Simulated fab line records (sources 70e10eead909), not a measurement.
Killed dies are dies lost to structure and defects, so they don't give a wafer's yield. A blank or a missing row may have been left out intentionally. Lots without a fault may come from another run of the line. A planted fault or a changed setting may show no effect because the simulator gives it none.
fab line records || flow nand_harc
[record] {"lots": 7, "wafers": 21, "last_day": 32}
route steps=1302 shown P_ZERO_WELL@29 END@1302
lots with no fault: from the same line, run without faults
start_h: the number of hours between the record's first day and the start of the first shown wafer of the lot || wait_h: time in hours since the lot's previous step || " same as the row above || L1.1+2: several wafers, shown together as one row || - no value, or no start was given || * or withheld: withheld || < > ~ a bound
route shown NAME@n: NAME is a module with steps in the file, n the number in the route of the first one || usual: mean/standard deviation of fault-free wafers || same: alike in all rows || chamber/n: place in a boat || sites: per-site readings || _std_site: how widely they spread, as a standard deviation || _edge_site: outer sites' mean less inner sites' || radius_mm: how far each site lies from the wafer's centre || mask NAME#n: copy n || behind: the last tool/chamber to shape the wafer || hold: what put the lot on hold/how long, in hours/how the hold closed || device: the transistor (n, p or np) that didn't switch || end of line: the same wafers' tests at the end of the route || step lacking rows: just its recipe || killed: the dies lost at the first sort to structure and to defects; this is not the yield of the wafer || map: the dies of a wafer, with x for killed, . for not killed, _ for no die there
set.NAME: the setting that was run; set.NAME@STEP: the one run at that earlier step || model.NAME: the simulator's own value behind a step, which no gauge read
lots seen at some steps along the route; tables by step, rows by wafer
services: a tool's chamber out of use, with start hour (start_h, from the record's first day; less than 0 if before it), hours out, and reason
[[steps]]
[step NHARC_P_ZERO_WELL_CD_MEAS_24]
[recipe] {"target_cd_nm": 720, "landing_energy_ev": 500}
[usual] {"cd_nm": "720.2/2"}
{"lot.wafer": "L342.1", "tool": "cd_sem-03", "chamber": 0, "start_h": 122.58, "wait_h": "-", "cd_nm": 718.4}
{"lot.wafer": "L342.4", "tool": "cd_sem-03", "chamber": 0, "start_h": 122.58, "wait_h": "-", "cd_nm": 720.6}
{"lot.wafer": "L342.5", "tool": "cd_sem-03", "chamber": 0, "start_h": 122.58, "wait_h": "-", "cd_nm": 723.7}
{"lot.wafer": "L343.2", "tool": "cd_sem-02", "chamber": 0, "start_h": 132.47, "wait_h": "-", "cd_nm": 717.9}
{"lot.wafer": "L343.4", "tool": "cd_sem-02", "chamber": 0, "start_h": 132.47, "wait_h": "-", "cd_nm": 722.6}
{"lot.wafer": "L343.5", "tool": "cd_sem-02", "chamber": 0, "start_h": 132.47, "wait_h": "-", "cd_nm": 719.7}
{"lot.wafer": "L344.1", "tool": "cd_sem-02", "chamber": 0, "start_h": 142.33, "wait_h": "-", "cd_nm": 717.9}
{"lot.wafer": "L344.5", "tool": "cd_sem-02", "chamber": 0, "start_h": 142.33, "wait_h": "-", "cd_nm": 716.1}
{"lot.wafer": "L344.6", "tool": "cd_sem-02", "chamber": 0, "start_h": 142.33, "wait_h": "-", "cd_nm": 722.5}
{"lot.wafer": "L345.1", "tool": "cd_sem-03", "chamber": 0, "start_h": 152.47, "wait_h": "-", "cd_nm": 721.9}
{"lot.wafer": "L345.4", "tool": "cd_sem-03", "chamber": 0, "start_h": 152.47, "wait_h": "-", "cd_nm": 718.4}
{"lot.wafer": "L345.5", "tool": "cd_sem-03", "chamber": 0, "start_h": 152.47, "wait_h": "-", "cd_nm": 722.1}
{"lot.wafer": "L346.1", "tool": "cd_sem-02", "chamber": 0, "start_h": 162.68, "wait_h": "-", "cd_nm": 719.9}
{"lot.wafer": "L346.2", "tool": "cd_sem-02", "chamber": 0, "start_h": 162.68, "wait_h": "-", "cd_nm": 718.2}
{"lot.wafer": "L346.5", "tool": "cd_sem-02", "chamber": 0, "start_h": 162.68, "wait_h": "-", "cd_nm": 719.9}
{"lot.wafer": "L350.1", "tool": "cd_sem-03", "chamber": 0, "start_h": 202.50, "wait_h": "-", "cd_nm": 721.2}
{"lot.wafer": "L350.2", "tool": "cd_sem-03", "chamber": 0, "start_h": 202.50, "wait_h": "-", "cd_nm": 717.9}
{"lot.wafer": "L350.6", "tool": "cd_sem-03", "chamber": 0, "start_h": 202.50, "wait_h": "-", "cd_nm": 715.3}
{"lot.wafer": "L353.1", "tool": "cd_sem-03", "chamber": 0, "start_h": 232.49, "wait_h": "-", "cd_nm": 721.2}
{"lot.wafer": "L353.2", "tool": "cd_sem-03", "chamber": 0, "start_h": 232.49, "wait_h": "-", "cd_nm": 719.9}
{"lot.wafer": "L353.4", "tool": "cd_sem-03", "chamber": 0, "start_h": 232.49, "wait_h": "-", "cd_nm": 717.3}
[step NHARC_P_ZERO_WELL_HARDBAKE_25]
[recipe] {"temp_c": 125, "time_s": 80}
[step NHARC_P_ZERO_WELL_DESCUM_26]
[recipe] {"time_s": 3, "o2_flow_sccm": 200, "ar_flow_sccm": 0, "bias_power_w": 0, "chemistry": "O2"}
[usual] {"drypump_motor_current_A": "5.9/0.31", "mfc_ar_sccm": "0.007/0.012", "oes_product_au": "0.998/0.011", "rf_vpp_V": "57.8/0.85", "showerhead_plenum_p_Torr": "1.92/0.085", "throttle_valve_pct": "11.311/0.0094"}
{"lot.wafer": "L342.1", "tool": "rie_diel-03", "chamber": 3, "start_h": 122.76, "wait_h": "-", "drypump_motor_current_A": 5.8, "mfc_ar_sccm": 0.039, "oes_product_au": 1.005, "rf_hours_counter_h": 46, "rf_vpp_V": 58.8, "showerhead_plenum_p_Torr": 2.00, "throttle_valve_pct": 11.315}
{"lot.wafer": "L342.4", "tool": "rie_diel-03", "chamber": 1, "start_h": 122.76, "wait_h": "-", "drypump_motor_current_A": 5.9, "mfc_ar_sccm": 0, "oes_product_au": 0.978, "rf_hours_counter_h": 43, "rf_vpp_V": 58.7, "showerhead_plenum_p_Torr": 2.06, "throttle_valve_pct": 11.301}
{"lot.wafer": "L342.5", "tool": "rie_diel-03", "chamber": 2, "start_h": 122.76, "wait_h": "-", "drypump_motor_current_A": 6.1, "mfc_ar_sccm": 0.001, "oes_product_au": 1.007, "rf_hours_counter_h": "-", "rf_vpp_V": 57.8, "showerhead_plenum_p_Torr": 1.80, "throttle_valve_pct": 11.320}
{"lot.wafer": "L343.4", "tool": "rie_diel-02", "chamber": 3, "start_h": 132.68, "wait_h": "-", "drypump_motor_current_A": 5.7, "mfc_ar_sccm": 0, "oes_product_au": 0.998, "rf_hours_counter_h": 25, "rf_vpp_V": 58.4, "showerhead_plenum_p_Torr": 1.87, "throttle_valve_pct": 11.305}
{"lot.wafer": "L343.2", "tool": "rie_diel-02", "chamber": 1, "start_h": 132.68, "wait_h": "-", "drypump_motor_current_A": 6.1, "mfc_ar_sccm": 0, "oes_product_au": 0.995, "rf_hours_counter_h": 26, "rf_vpp_V": 59.1, "showerhead_plenum_p_Torr": 2.07, "throttle_valve_pct": 11.325}
{"lot.wafer": "L343.5", "tool": "rie_diel-02", "chamber": 3, "start_h": 132.68, "wait_h": "-", "drypump_motor_current_A": 5.6, "mfc_ar_sccm": 0, "oes_product_au": 0.992, "rf_hours_counter_h": "-", "rf_vpp_V": 58.4, "showerhead_plenum_p_Torr": 1.87, "throttle_valve_pct": 11.304}
{"lot.wafer": "L344.1", "tool": "rie_diel-02", "chamber": 0, "start_h": 142.49, "wait_h": "-", "drypump_motor_current_A": 5.6, "mfc_ar_sccm": 0, "oes_product_au": 0.993, "rf_hours_counter_h": 29, "rf_vpp_V": 57.4, "showerhead_plenum_p_Torr": 1.85, "throttle_valve_pct": 11.305}
{"lot.wafer": "L344.6", "tool": "rie_diel-02", "chamber": 0, "start_h": 142.49, "wait_h": "-", "drypump_motor_current_A": 5.6, "mfc_ar_sccm": 0, "oes_product_au": 1.011, "rf_hours_counter_h": "-", "rf_vpp_V": 59.1, "showerhead_plenum_p_Torr": 1.85, "throttle_valve_pct": 11.303}
{"lot.wafer": "L344.5", "tool": "rie_diel-02", "chamber": 1, "start_h": 142.49, "wait_h": "-", "drypump_motor_current_A": 6.1, "mfc_ar_sccm": 0, "oes_product_au": 0.997, "rf_hours_counter_h": "-", "rf_vpp_V": 56.3, "showerhead_plenum_p_Torr": 2.07, "throttle_valve_pct": 11.319}
{"lot.wafer": "L345.1", "tool": "rie_diel-02", "chamber": 2, "start_h": 152.63, "wait_h": "-", "drypump_motor_current_A": 5.6, "mfc_ar_sccm": 0.001, "oes_product_au": 0.996, "rf_hours_counter_h": 32, "rf_vpp_V": 56.7, "showerhead_plenum_p_Torr": 1.82, "throttle_valve_pct": 11.311}
{"lot.wafer": "L345.4", "tool": "rie_diel-02", "chamber": 1, "start_h": 152.63, "wait_h": "-", "drypump_motor_current_A": 6.1, "mfc_ar_sccm": 0, "oes_product_au": 1.000, "rf_hours_counter_h": 32, "rf_vpp_V": 59.3, "showerhead_plenum_p_Torr": 2.07, "throttle_valve_pct": 11.332}
{"lot.wafer": "L345.5", "tool": "rie_diel-02", "chamber": 2, "start_h": 152.63, "wait_h": "-", "drypump_motor_current_A": 5.6, "mfc_ar_sccm": 0.001, "oes_product_au": 0.993, "rf_hours_counter_h": "-", "rf_vpp_V": 57.3, "showerhead_plenum_p_Torr": 1.82, "throttle_valve_pct": 11.304}
{"lot.wafer": "L346.1", "tool": "rie_diel-13", "chamber": 2, "start_h": 162.85, "wait_h": "-", "drypump_motor_current_A": 6.2, "mfc_ar_sccm": 0.027, "oes_product_au": 1.009, "rf_hours_counter_h": 58, "rf_vpp_V": 58.6, "showerhead_plenum_p_Torr": 1.85, "throttle_valve_pct": 11.314}
{"lot.wafer": "L346.2", "tool": "rie_diel-13", "chamber": 3, "start_h": 162.85, "wait_h": "-", "drypump_motor_current_A": 6.5, "mfc_ar_sccm": 0, "oes_product_au": 1.004, "rf_hours_counter_h": 57, "rf_vpp_V": 58.1, "showerhead_plenum_p_Torr": 1.97, "throttle_valve_pct": 11.288}
{"lot.wafer": "L346.5", "tool": "rie_diel-13", "chamber": 1, "start_h": 162.85, "wait_h": "-", "drypump_motor_current_A": 5.6, "mfc_ar_sccm": 0, "oes_product_au": 0.980, "rf_hours_counter_h": "-", "rf_vpp_V": 57.7, "showerhead_plenum_p_Torr": 1.94, "throttle_valve_pct": 11.312}
{"lot.wafer": "L350.2", "tool": "rie_diel-03", "chamber": 1, "start_h": 202.68, "wait_h": "-", "drypump_motor_current_A": 6.0, "mfc_ar_sccm": 0, "oes_product_au": 1.010, "rf_hours_counter_h": 15, "rf_vpp_V": 59.4, "showerhead_plenum_p_Torr": 2.05, "throttle_valve_pct": 11.291}
{"lot.wafer": "L350.1", "tool": "rie_diel-03", "chamber": 2, "start_h": 202.68, "wait_h": "-", "drypump_motor_current_A": 6.1, "mfc_ar_sccm": 0.001, "oes_product_au": 1.018, "rf_hours_counter_h": 14, "rf_vpp_V": 56.6, "showerhead_plenum_p_Torr": 1.79, "throttle_valve_pct": 11.318}
{"lot.wafer": "L350.6", "tool": "rie_diel-03", "chamber": 0, "start_h": 202.68, "wait_h": "-", "drypump_motor_current_A": 5.9, "mfc_ar_sccm": 0.015, "oes_product_au": 1.010, "rf_hours_counter_h": "-", "rf_vpp_V": 57.4, "showerhead_plenum_p_Torr": 1.92, "throttle_valve_pct": 11.322}
{"lot.wafer": "L353.1", "tool": "rie_diel-13", "chamber": 3, "start_h": 232.65, "wait_h": "-", "drypump_motor_current_A": 6.6, "mfc_ar_sccm": 0, "oes_product_au": 0.996, "rf_hours_counter_h": 20, "rf_vpp_V": 57.7, "showerhead_plenum_p_Torr": 1.96, "throttle_valve_pct": 11.308}
{"lot.wafer": "L353.2", "tool": "rie_diel-13", "chamber": 0, "start_h": 232.65, "wait_h": "-", "drypump_motor_current_A": 5.4, "mfc_ar_sccm": 0, "oes_product_au": 1.011, "rf_hours_counter_h": 19, "rf_vpp_V": 57.4, "showerhead_plenum_p_Torr": 1.88, "throttle_valve_pct": 11.305}
{"lot.wafer": "L353.4", "tool": "rie_diel-13", "chamber": 1, "start_h": 232.65, "wait_h": "-", "drypump_motor_current_A": 5.6, "mfc_ar_sccm": 0, "oes_product_au": 0.991, "rf_hours_counter_h": 18, "rf_vpp_V": 58.5, "showerhead_plenum_p_Torr": 1.93, "throttle_valve_pct": 11.293}
[step NHARC_P_ZERO_WELL_IMPLANT_27]
[recipe] {"energy_kev": 600, "dose_cm2": 1e+13, "tilt_deg": 7}
[step NHARC_P_ZERO_WELL_IMPLANT_57]
[recipe] {"energy_kev": 250, "dose_cm2": 4e+12, "tilt_deg": 7}
[step NHARC_P_ZERO_WELL_IMPLANT_58]
[recipe] {"energy_kev": 100, "dose_cm2": 2e+12, "tilt_deg": 7}
[step NHARC_P_ZERO_WELL_STRIP_28]
[recipe] {"time_s": 840, "temp_c": 130, "chemistry": "SPM"}
[step NHARC_P_ZERO_WELL_DEHYDRATE_29]
[recipe] {"temp_c": 150, "time_s": 120}
[step NHARC_P_ZERO_WELL_HMDS_30]
[recipe] {"time_s": 30}
[step NHARC_P_ZERO_WELL_COAT_31]
[recipe] {"spin_rpm": "withheld"}
[step NHARC_P_ZERO_WELL_SOFTBAKE_32]
[recipe] {"temp_c": 122, "time_s": 95}
[step NHARC_P_ZERO_WELL_EBR_33]
[step NHARC_P_ZERO_WELL_EXPOSE_34]
[recipe] {"na": 0.6, "target_cd_nm": 720, "dose_mj": 22.31, "mask_id": "P_PWELL"}
[usual] {"exposure_dose_mJ_cm2": "22.308/0.024"}
{"lot.wafer": "L342.1", "tool": "krf_scanner-04", "chamber": 0, "start_h": 123.94, "wait_h": "-", "mask": "P_PWELL#0", "exposure_dose_mJ_cm2": 22.288}
{"lot.wafer": "L342.4", "tool": "krf_scanner-04", "chamber": 0, "start_h": 123.94, "wait_h": "-", "mask": "P_PWELL#0", "exposure_dose_mJ_cm2": 22.314}
{"lot.wafer": "L342.5", "tool": "krf_scanner-04", "chamber": 0, "start_h": 123.94, "wait_h": "-", "mask": "P_PWELL#0", "exposure_dose_mJ_cm2": 22.321}
{"lot.wafer": "L343.2", "tool": "krf_scanner-04", "chamber": 0, "start_h": 133.87, "wait_h": "-", "mask": "P_PWELL#0", "exposure_dose_mJ_cm2": 22.780}
{"lot.wafer": "L343.4", "tool": "krf_scanner-04", "chamber": 0, "start_h": 133.87, "wait_h": "-", "mask": "P_PWELL#0", "exposure_dose_mJ_cm2": 22.789}
{"lot.wafer": "L343.5", "tool": "krf_scanner-04", "chamber": 0, "start_h": 133.87, "wait_h": "-", "mask": "P_PWELL#0", "exposure_dose_mJ_cm2": 22.726}
{"lot.wafer": "L344.1", "tool": "krf_scanner-04", "chamber": 0, "start_h": 143.69, "wait_h": "-", "mask": "P_PWELL#0", "exposure_dose_mJ_cm2": 22.803}
{"lot.wafer": "L344.5", "tool": "krf_scanner-04", "chamber": 0, "start_h": 143.69, "wait_h": "-", "mask": "P_PWELL#0", "exposure_dose_mJ_cm2": 22.772}
{"lot.wafer": "L344.6", "tool": "krf_scanner-04", "chamber": 0, "start_h": 143.69, "wait_h": "-", "mask": "P_PWELL#0", "exposure_dose_mJ_cm2": 22.776}
{"lot.wafer": "L345.1", "tool": "krf_scanner-04", "chamber": 0, "start_h": 153.84, "wait_h": "-", "mask": "P_PWELL#0", "exposure_dose_mJ_cm2": 22.741}
{"lot.wafer": "L345.4", "tool": "krf_scanner-04", "chamber": 0, "start_h": 153.84, "wait_h": "-", "mask": "P_PWELL#0", "exposure_dose_mJ_cm2": 22.757}
{"lot.wafer": "L345.5", "tool": "krf_scanner-04", "chamber": 0, "start_h": 153.84, "wait_h": "-", "mask": "P_PWELL#0", "exposure_dose_mJ_cm2": 22.747}
{"lot.wafer": "L346.1", "tool": "krf_scanner-02", "chamber": 0, "start_h": 164.16, "wait_h": "-", "mask": "P_PWELL#0", "exposure_dose_mJ_cm2": 22.283}
{"lot.wafer": "L346.2", "tool": "krf_scanner-02", "chamber": 0, "start_h": 164.16, "wait_h": "-", "mask": "P_PWELL#0", "exposure_dose_mJ_cm2": 22.347}
{"lot.wafer": "L346.5", "tool": "krf_scanner-02", "chamber": 0, "start_h": 164.16, "wait_h": "-", "mask": "P_PWELL#0", "exposure_dose_mJ_cm2": 22.317}
{"lot.wafer": "L350.1", "tool": "krf_scanner-01", "chamber": 0, "start_h": 203.85, "wait_h": "-", "mask": "P_PWELL#0", "exposure_dose_mJ_cm2": 22.290}
{"lot.wafer": "L350.2", "tool": "krf_scanner-01", "chamber": 0, "start_h": 203.85, "wait_h": "-", "mask": "P_PWELL#0", "exposure_dose_mJ_cm2": 22.308}
{"lot.wafer": "L350.6", "tool": "krf_scanner-01", "chamber": 0, "start_h": 203.85, "wait_h": "-", "mask": "P_PWELL#0", "exposure_dose_mJ_cm2": 22.296}
{"lot.wafer": "L353.1", "tool": "krf_scanner-01", "chamber": 0, "start_h": 233.97, "wait_h": "-", "mask": "P_PWELL#0", "exposure_dose_mJ_cm2": 22.298}
{"lot.wafer": "L353.2", "tool": "krf_scanner-01", "chamber": 0, "start_h": 233.97, "wait_h": "-", "mask": "P_PWELL#0", "exposure_dose_mJ_cm2": 22.316}
{"lot.wafer": "L353.4", "tool": "krf_scanner-01", "chamber": 0, "start_h": 233.97, "wait_h": "-", "mask": "P_PWELL#0", "exposure_dose_mJ_cm2": 22.327}
[step NHARC_P_ZERO_WELL_PEB_35]
[recipe] {"peb_temp_c": 118, "peb_time_s": 85}
[step NHARC_END_SORT_01]
[recipe] {"temp_c": 25}
[usual] {"killed_at_array": "55/22", "killed_at_other": "0.9/1.2", "killed_at_periphery": "3.6/2.3", "killed_dies": "60/22", "killed_open": "3.2/1.9", "killed_short": "2.5/1.6"}
[same] {"gross_dies": 677}
{"lot.wafer": "L343.2", "tool": "prober-01", "chamber": 0, "start_h": 656.41, "wait_h": 2.8, "killed_at_array": 35, "killed_at_other": 2, "killed_at_periphery": 6, "killed_dies": 43, "killed_open": 2, "killed_short": 5}
{"lot.wafer": "L343.4", "tool": "prober-01", "chamber": 0, "start_h": 658.01, "wait_h": 3.4, "killed_at_array": 35, "killed_at_other": 1, "killed_at_periphery": 3, "killed_dies": 39, "killed_open": 8, "killed_short": 1}
{"lot.wafer": "L343.5", "tool": "prober-01", "chamber": 0, "start_h": 658.81, "wait_h": 3.7, "killed_at_array": 25, "killed_at_other": 2, "killed_at_periphery": 1, "killed_dies": 28, "killed_open": 5, "killed_short": 1}
{"lot.wafer": "L345.1", "tool": "prober-01", "chamber": 0, "start_h": 687.51, "wait_h": 2.5, "killed_at_array": 66, "killed_at_other": 0, "killed_at_periphery": 1, "killed_dies": 67, "killed_open": 5, "killed_short": 3}
{"lot.wafer": "L345.4", "tool": "prober-01", "chamber": 0, "start_h": 689.92, "wait_h": 3.4, "killed_at_array": 58, "killed_at_other": 1, "killed_at_periphery": 2, "killed_dies": 61, "killed_open": 6, "killed_short": 4}
{"lot.wafer": "L345.5", "tool": "prober-01", "chamber": 0, "start_h": 690.72, "wait_h": 3.7, "killed_at_array": 73, "killed_at_other": 0, "killed_at_periphery": 2, "killed_dies": 75, "killed_open": 4, "killed_short": 3}
{"lot.wafer": "L344.1", "tool": "prober-02", "chamber": 0, "start_h": 687.52, "wait_h": 2.5, "killed_at_array": 36, "killed_at_other": 0, "killed_at_periphery": 1, "killed_dies": 37, "killed_open": 2, "killed_short": 1}
{"lot.wafer": "L344.5", "tool": "prober-02", "chamber": 0, "start_h": 690.75, "wait_h": 3.7, "killed_at_array": 38, "killed_at_other": 1, "killed_at_periphery": 2, "killed_dies": 41, "killed_open": 2, "killed_short": 2}
{"lot.wafer": "L344.6", "tool": "prober-02", "chamber": 0, "start_h": 691.56, "wait_h": 4.0, "killed_at_array": 54, "killed_at_other": 1, "killed_at_periphery": 5, "killed_dies": 60, "killed_open": 6, "killed_short": 4}
{"lot.wafer": "L350.1", "tool": "prober-01", "chamber": 0, "start_h": 757.10, "wait_h": 2.5, "killed_at_array": 21, "killed_at_other": 1, "killed_at_periphery": 3, "killed_dies": 25, "killed_open": 4, "killed_short": 4}
{"lot.wafer": "L350.2", "tool": "prober-01", "chamber": 0, "start_h": 757.91, "wait_h": 2.8, "killed_at_array": 32, "killed_at_other": 0, "killed_at_periphery": 1, "killed_dies": 33, "killed_open": 8, "killed_short": 0}
{"lot.wafer": "L350.6", "tool": "prober-01", "chamber": 0, "start_h": 761.14, "wait_h": 4.0, "killed_at_array": 34, "killed_at_other": 0, "killed_at_periphery": 0, "killed_dies": 34, "killed_open": 4, "killed_short": 7}
// killed by level:class
L343.2 A_CHANNEL_HOLE_D1:chamber_film_flake=11 P_M2:chamber_film_flake=5 A_CONTACT:chamber_film_flake=5 A_SLIT:chamber_film_flake=3 A_WL_FILL:geometric_particle:short=2 A_M1:chamber_film_flake=2 A_DECK1_JOINT:chamber_film_flake=2 A_CHANNEL_HOLE_D2:chamber_film_flake=2
L343.4 A_CHANNEL_HOLE_D1:chamber_film_flake=8 A_SLIT:chamber_film_flake=5 A_CONTACT:chamber_film_flake=5 A_CHANNEL_HOLE_D2:chamber_film_flake=3 A_CHANNEL_FILL_D1:geometric_particle:open=2 A_ZERO_WELL:chamber_film_flake=2 A_SGD_CUT:chamber_film_flake=2 P_GATE:geometric_particle:open=1
L343.5 A_CHANNEL_HOLE_D1:chamber_film_flake=5 A_SLIT:chamber_film_flake=4 A_SGD_CUT:chamber_film_flake=3 A_CONTACT:chamber_film_flake=3 A_CHANNEL_HOLE_D2:chamber_film_flake=2 THIN_TSV:chamber_film_flake=2 A_CHANNEL_FILL_D1:geometric_particle:open=1 A_CHANNEL_HOLE_D2:geometric_particle:open=1
L345.1 A_CHANNEL_HOLE_D1:chamber_film_flake=23 A_CHANNEL_HOLE_D2:chamber_film_flake=18 A_CONTACT:chamber_film_flake=8 A_STAIRCASE:chamber_film_flake=4 A_ZERO_WELL:chamber_film_flake=3 A_WL_FILL:geometric_particle:short=2 P_M0:geometric_particle:open=1 A_SOURCE_PLATE:geometric_particle:open=1
L344.1 A_CHANNEL_HOLE_D2:chamber_film_flake=19 A_CHANNEL_HOLE_D1:chamber_film_flake=5 A_WL_FILL:chamber_film_flake=3 A_STAIRCASE:chamber_film_flake=2 A_CONTACT:chamber_film_flake=2 A_ONON_D1:geometric_particle:open=1 A_DECK1_JOINT:geometric_particle:short=1 A_M0:geometric_particle:open=1
L345.4 A_CHANNEL_HOLE_D1:chamber_film_flake=28 A_CHANNEL_HOLE_D2:chamber_film_flake=14 A_STAIRCASE:chamber_film_flake=3 A_CHANNEL_FILL_D1:geometric_particle:open=2 A_CHANNEL_HOLE_D2:geometric_particle:open=2 A_CHANNEL_FILL_D2:geometric_particle:short=2 A_SLIT:chamber_film_flake=2 P_CONTACT:geometric_particle:open=1
L345.5 A_CHANNEL_HOLE_D1:chamber_film_flake=36 A_CHANNEL_HOLE_D2:chamber_film_flake=21 A_CONTACT:chamber_film_flake=8 A_WL_FILL:chamber_film_flake=2 P_CONTACT:geometric_particle:open=1 P_M0:geometric_particle:open=1 A_ONON_D1:geometric_particle:short=1 A_CHANNEL_FILL_D1:geometric_particle:short=1
L344.5 A_CHANNEL_HOLE_D1:chamber_film_flake=13 A_CHANNEL_HOLE_D2:chamber_film_flake=10 A_STAIRCASE:chamber_film_flake=3 A_CONTACT:chamber_film_flake=3 P_CONTACT:geometric_particle:open=1 A_CHANNEL_FILL_D1:geometric_particle:short=1 A_DECK1_JOINT:geometric_particle:short=1 A_M1:geometric_particle:open=1
L344.6 A_CHANNEL_HOLE_D2:chamber_film_flake=19 A_CHANNEL_HOLE_D1:chamber_film_flake=7 A_CONTACT:chamber_film_flake=6 A_M1:chamber_film_flake=4 A_ZERO_WELL:chamber_film_flake=3 A_DECK1_JOINT:geometric_particle:short=2 A_M0:geometric_particle:open=2 P_ZERO_WELL:chamber_film_flake=2
L350.1 A_CHANNEL_HOLE_D1:chamber_film_flake=7 A_SLIT:chamber_film_flake=4 A_CHANNEL_FILL_D1:geometric_particle:short=2 A_CHANNEL_FILL_D1:geometric_particle:open=2 P_ZERO_WELL:chamber_film_flake=2 A_DECK1_JOINT:geometric_particle:short=1 A_ONON_D2:geometric_particle:short=1 A_CHANNEL_FILL_D2:geometric_particle:open=1
L350.2 A_CHANNEL_HOLE_D1:chamber_film_flake=15 A_SLIT:chamber_film_flake=7 A_CHANNEL_FILL_D2:geometric_particle:open=2 A_ONON_D2:geometric_particle:open=1 A_CHANNEL_HOLE_D2:geometric_particle:open=1 A_WL_FILL:geometric_particle:open=1 A_BLC:geometric_particle:open=1 A_M0:geometric_particle:open=1
L350.6 A_CHANNEL_HOLE_D1:chamber_film_flake=10 A_SLIT:chamber_film_flake=7 A_WL_FILL:chamber_film_flake=3 A_CHANNEL_HOLE_D2:geometric_particle:short=2 A_CHANNEL_FILL_D2:geometric_particle:short=2 A_BLC:geometric_particle:open=2 A_ONON_D1:geometric_particle:short=1 A_CHANNEL_HOLE_D1:geometric_particle:short=1
[[services]]
{"tool": "krf_scanner-01", "chamber": "-", "start_h": 100.96, "hours": 1.2, "kind": "repair"}
{"tool": "krf_scanner-02", "chamber": "-", "start_h": 115.66, "hours": 1.3, "kind": "repair"}
{"tool": "krf_scanner-04", "chamber": "-", "start_h": 116.00, "hours": 0.7, "kind": "repair"}
{"tool": "rie_diel-02", "chamber": 0, "start_h": 122.32, "hours": "-", "kind": "clean"}
{"tool": "rie_diel-02", "chamber": 1, "start_h": 122.32, "hours": "-", "kind": "clean"}
{"tool": "rie_diel-02", "chamber": 2, "start_h": 122.32, "hours": "-", "kind": "clean"}
{"tool": "rie_diel-02", "chamber": 3, "start_h": 122.32, "hours": "-", "kind": "clean"}
{"tool": "rie_diel-02", "chamber": 3, "start_h": 137.90, "hours": 3.8, "kind": "repair"}
{"tool": "krf_scanner-01", "chamber": "-", "start_h": 140.00, "hours": 4.0, "kind": "pm"}
{"tool": "rie_diel-02", "chamber": 3, "start_h": 142.98, "hours": 4.2, "kind": "repair"}
{"tool": "rie_diel-02", "chamber": 0, "start_h": 146.82, "hours": "-", "kind": "clean"}
{"tool": "rie_diel-02", "chamber": 1, "start_h": 146.82, "hours": "-", "kind": "clean"}
{"tool": "rie_diel-02", "chamber": 2, "start_h": 146.82, "hours": "-", "kind": "clean"}
{"tool": "rie_diel-03", "chamber": 2, "start_h": 154.62, "hours": 9.7, "kind": "repair"}
{"tool": "rie_diel-03", "chamber": "-", "start_h": 160.34, "hours": 9.0, "kind": "pm"}
{"tool": "rie_diel-13", "chamber": "-", "start_h": 165.67, "hours": 9.0, "kind": "pm"}
{"tool": "rie_diel-02", "chamber": 0, "start_h": 171.34, "hours": "-", "kind": "clean"}
{"tool": "rie_diel-02", "chamber": 1, "start_h": 171.34, "hours": "-", "kind": "clean"}
{"tool": "krf_scanner-04", "chamber": "-", "start_h": 183.13, "hours": 4.0, "kind": "pm"}
{"tool": "rie_diel-03", "chamber": 0, "start_h": 192.77, "hours": 6.0, "kind": "repair"}
{"tool": "rie_diel-02", "chamber": 1, "start_h": 204.14, "hours": 16.0, "kind": "repair"}
{"tool": "rie_diel-02", "chamber": "-", "start_h": 216.81, "hours": 9.0, "kind": "pm"}
{"tool": "krf_scanner-01", "chamber": "-", "start_h": 217.44, "hours": 1.5, "kind": "repair"}
{"tool": "rie_diel-03", "chamber": 3, "start_h": 233.18, "hours": 4.3, "kind": "repair"}
[[key]]
[first_sign] {"step": "NHARC_P_ZERO_WELL_EXPOSE_34", "reading": "exposure_dose_mJ_cm2", "direction": "up", "sigmas": 19, "usual": 22.308, "struck": 22.766}
effect none on later readings
met_at NHARC_P_ZERO_WELL_EXPOSE_34
struck_wafers L343.2,L343.4,L343.5,L344.1,L344.5,L344.6,L345.1,L345.4,L345.5
tester_left_out L343,L344,L345
onset_between 123.94 133.87
[fault] {"kind": "process_parameter_drift", "tool": "krf_scanner-04", "chamber": "-", "onset_h": 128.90, "steps": "NHARC_P_ZERO_WELL_EXPOSE_34", "channel": "dose_mj", "offset": 0.46156, "shape": "step", "acts_in": "these_recipes_only", "stated": 22.31}
// tester_left_out: of these lots the tester's yield and bins aren't shown, on N5 and GAA mostly nor the transistor test; their killed dies are dies lost to structure and defects alone, not to doping, threshold or leakage, so they don't give the yield
